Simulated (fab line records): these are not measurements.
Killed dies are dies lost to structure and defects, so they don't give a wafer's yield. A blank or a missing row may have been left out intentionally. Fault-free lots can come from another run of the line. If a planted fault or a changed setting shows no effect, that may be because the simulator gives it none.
Which tool did it? | flow nandHarc | 21 wafers from 7 lots sampled at 2 of the route's 1302 steps

== WHAT EACH GAUGE READ, for each wafer ==
NHARC_P_M2_CD_MEAS_09 targets a cd of 170 nm.
lot  | measured     | on       | cdNm (nm)
L386 | day 7 14:25  | cdSem-02 | 170.4 170.2 170.0
L384 | day 7 21:52  | cdSem-02 | 170.7 171.2 169.5
L389 | day 8 10:09  | cdSem-02 | 169.3 169.3 169.7
L394 | day 11 02:08 | cdSem-01 | 174.4 169.6 173.7
L397 | day 12 16:10 | cdSem-01 | 169.6 173.3 170.2
L404 | day 14 15:23 | cdSem-01 | 170.0 170.2 170.1
L406 | day 15 12:04 | cdSem-01 | 169.7 169.8 169.6

== EACH LOT AND THE TOOL THAT RAN IT (in order: tool; ch and the chambers of the sampled wafers; start) ==
lot  | NHARC_P_M2_PEB_07
L386 | lithoTrack-06 ch 0, day 7 14:20
L384 | lithoTrack-06 ch 0, day 7 21:47
L389 | lithoTrack-04 ch 0, day 8 10:04
L394 | lithoTrack-04 ch 0, day 11 02:03
L397 | lithoTrack-04 ch 0, day 12 16:05
L404 | lithoTrack-06 ch 0, day 14 15:19
L406 | lithoTrack-04 ch 0, day 15 11:59
- NHARC_P_M2_PEB_07: peb time 65 s.

== THE ANSWER, worked out from the rows above alone ==
Rule: the usual values come from the lots themselves. The widest of any qualifying gaps counts: lots, ordered by their means at a reading, are off when they make up no more than a third of the lots, leave a main group of 4 or more, and stand apart from it by 3 or more times the standard deviation of that group's means. A main group whose means are all the same, to the digits that the tables above print for the reading, isn't used. A lot without any number at a reading at which 4 lots or more have one is off too. Where the step has rows for the other lots, those lots are counted as sound.
None of the lots is off at any reading shown; this tells nothing.

== WHAT THE SIMULATOR HAD INSERTED ==
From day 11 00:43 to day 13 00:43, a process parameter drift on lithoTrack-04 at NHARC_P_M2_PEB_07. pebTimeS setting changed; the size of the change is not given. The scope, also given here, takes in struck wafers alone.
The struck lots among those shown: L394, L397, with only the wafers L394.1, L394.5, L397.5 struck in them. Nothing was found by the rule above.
